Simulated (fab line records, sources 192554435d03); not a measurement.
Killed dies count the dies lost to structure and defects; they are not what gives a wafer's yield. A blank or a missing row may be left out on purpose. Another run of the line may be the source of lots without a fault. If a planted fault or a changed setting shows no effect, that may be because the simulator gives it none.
What tool caused it? || flow n5Finfet || 10 lots, 30 wafers sampled, at 4 steps of a route of 1938

== WHAT THE GAUGES READ, wafer by wafer ==
N5_BEOL_M15_INSPECT_55: inspects for defects (darkfield).
{"lot": "L274", "measured": "day 11 08:52", "on": "defectInspect-01", "rawDefectCount": "54 72 51"}
{"lot": "L281", "measured": "day 13 14:12", "on": "defectInspect-01", "rawDefectCount": "97 84 555"}
{"lot": "L282", "measured": "day 13 19:19", "on": "defectInspect-01", "rawDefectCount": "542 60 47"}
{"lot": "L286", "measured": "day 14 07:18", "on": "defectInspect-01", "rawDefectCount": "24 48 59"}
{"lot": "L291", "measured": "day 15 15:29", "on": "defectInspect-02", "rawDefectCount": "73 99 95"}
{"lot": "L292", "measured": "day 15 17:03", "on": "defectInspect-01", "rawDefectCount": "35 51 40"}
{"lot": "L294", "measured": "day 16 23:50", "on": "defectInspect-02", "rawDefectCount": "59 89 63"}
{"lot": "L296", "measured": "day 17 03:48", "on": "defectInspect-01", "rawDefectCount": "66 96 70"}
{"lot": "L297", "measured": "day 17 04:15", "on": "defectInspect-01", "rawDefectCount": "95 30 43"}
{"lot": "L293", "measured": "day 17 04:30", "on": "defectInspect-02", "rawDefectCount": "67 100 45"}

== WHAT TOOL EACH LOT RAN ON (gives the tool, then ch and the chambers of the sampled wafers, and finally the start) ==
{"lot": "L274", "N5_BEOL_M15_STRIP_62": "rieDiel-01 ch 0,2, day 11 07:31 or earlier", "N5_BEOL_M15_DEGAS_41": "pvdSputter-01, day 11 07:31", "N5_BEOL_M15_DEP_53": "pecvd-02 ch 0,1,2, day 11 08:46"}
{"lot": "L281", "N5_BEOL_M15_STRIP_62": "rieDiel-03 ch 2,3, day 13 12:52 or earlier", "N5_BEOL_M15_DEGAS_41": "pvdSputter-03, day 13 12:52", "N5_BEOL_M15_DEP_53": "pecvd-02 ch 0,1,2, day 13 14:08"}
{"lot": "L282", "N5_BEOL_M15_STRIP_62": "rieDiel-05 ch 0,1,3, day 13 17:58 or earlier", "N5_BEOL_M15_DEGAS_41": "pvdSputter-03, day 13 17:58", "N5_BEOL_M15_DEP_53": "pecvd-02 ch 0,1,2, day 13 19:13"}
{"lot": "L286", "N5_BEOL_M15_STRIP_62": "rieDiel-03 ch 1,2,3, day 14 05:50 or earlier", "N5_BEOL_M15_DEGAS_41": "pvdSputter-01, day 14 05:50", "N5_BEOL_M15_DEP_53": "pecvd-01 ch 0,1,2, day 14 07:13"}
{"lot": "L291", "N5_BEOL_M15_STRIP_62": "rieDiel-01 ch 1,2,3, day 15 13:53 or earlier", "N5_BEOL_M15_DEGAS_41": "pvdSputter-01, day 15 13:53", "N5_BEOL_M15_DEP_53": "pecvd-01 ch 0,2, day 15 15:24"}
{"lot": "L292", "N5_BEOL_M15_STRIP_62": "rieDiel-01 ch 0,1,3, day 15 14:47 or earlier", "N5_BEOL_M15_DEGAS_41": "pvdSputter-01, day 15 14:47", "N5_BEOL_M15_DEP_53": "pecvd-01 ch 0,2, day 15 16:58"}
{"lot": "L294", "N5_BEOL_M15_STRIP_62": "rieDiel-03 ch 1,3, day 16 17:10 or earlier", "N5_BEOL_M15_DEGAS_41": "pvdSputter-01, day 16 17:10", "N5_BEOL_M15_DEP_53": "pecvd-01 ch 1,2, day 16 23:44"}
{"lot": "L296", "N5_BEOL_M15_STRIP_62": "rieDiel-01 ch 0,2,3, day 17 00:24 or earlier", "N5_BEOL_M15_DEGAS_41": "pvdSputter-02, day 17 00:24", "N5_BEOL_M15_DEP_53": "pecvd-04 ch 0,1,2, day 17 03:42"}
{"lot": "L297", "N5_BEOL_M15_STRIP_62": "rieDiel-01 ch 0,2, day 17 00:57 or earlier", "N5_BEOL_M15_DEGAS_41": "pvdSputter-02, day 17 00:57", "N5_BEOL_M15_DEP_53": "pecvd-04 ch 0,1, day 17 04:10"}
{"lot": "L293", "N5_BEOL_M15_STRIP_62": "rieDiel-03 ch 2,3, day 17 01:35 or earlier", "N5_BEOL_M15_DEGAS_41": "pvdSputter-01, day 17 01:35", "N5_BEOL_M15_DEP_53": "pecvd-04 ch 0,1,2, day 17 04:25"}
- N5_BEOL_M15_STRIP_62: strips in O2.
- N5_BEOL_M15_DEGAS_41: time 60 s.
- N5_BEOL_M15_DEP_53: deposits SiCN from 3MS/NH3, target thk 50 nm, time 17.8 s.

== THE ANSWER, worked out from the rows above alone ==
Rule: usual is defined by the lots themselves. Put in order of their means at a reading, lots are off if they are a third of the lots or fewer, leave a main group of 4 or more, and stand apart from it by a gap of 3 or more times the standard deviation of the main group's means; of several such gaps the widest counts. A main group is skipped when, at the precision printed for the reading in the tables above, its means are all equal. A lot without any number at a reading at which 4 lots or more have one is off too. Any other lot the step has rows for is counted as sound.
Off at N5_BEOL_M15_INSPECT_55 (rawDefectCount): L281, L282. Mean 64 and standard deviation 15 in the main group.
If a tool, at a process step before that reading, ran all the lots that are off and no sound lot after the first of them, it fits. Those tools and the gauges at N5_BEOL_M15_INSPECT_55 are tried in the same way. With no start given for some of its lots, N5_BEOL_M15_STRIP_62 uses the hours and lot order of N5_BEOL_M15_DEGAS_41. Undecided on this evidence; 2 tools fit (pvdSputter-03 at N5_BEOL_M15_DEGAS_41, pecvd-02 at N5_BEOL_M15_DEP_53).

== WHAT THE SIMULATOR HAD INSERTED ==
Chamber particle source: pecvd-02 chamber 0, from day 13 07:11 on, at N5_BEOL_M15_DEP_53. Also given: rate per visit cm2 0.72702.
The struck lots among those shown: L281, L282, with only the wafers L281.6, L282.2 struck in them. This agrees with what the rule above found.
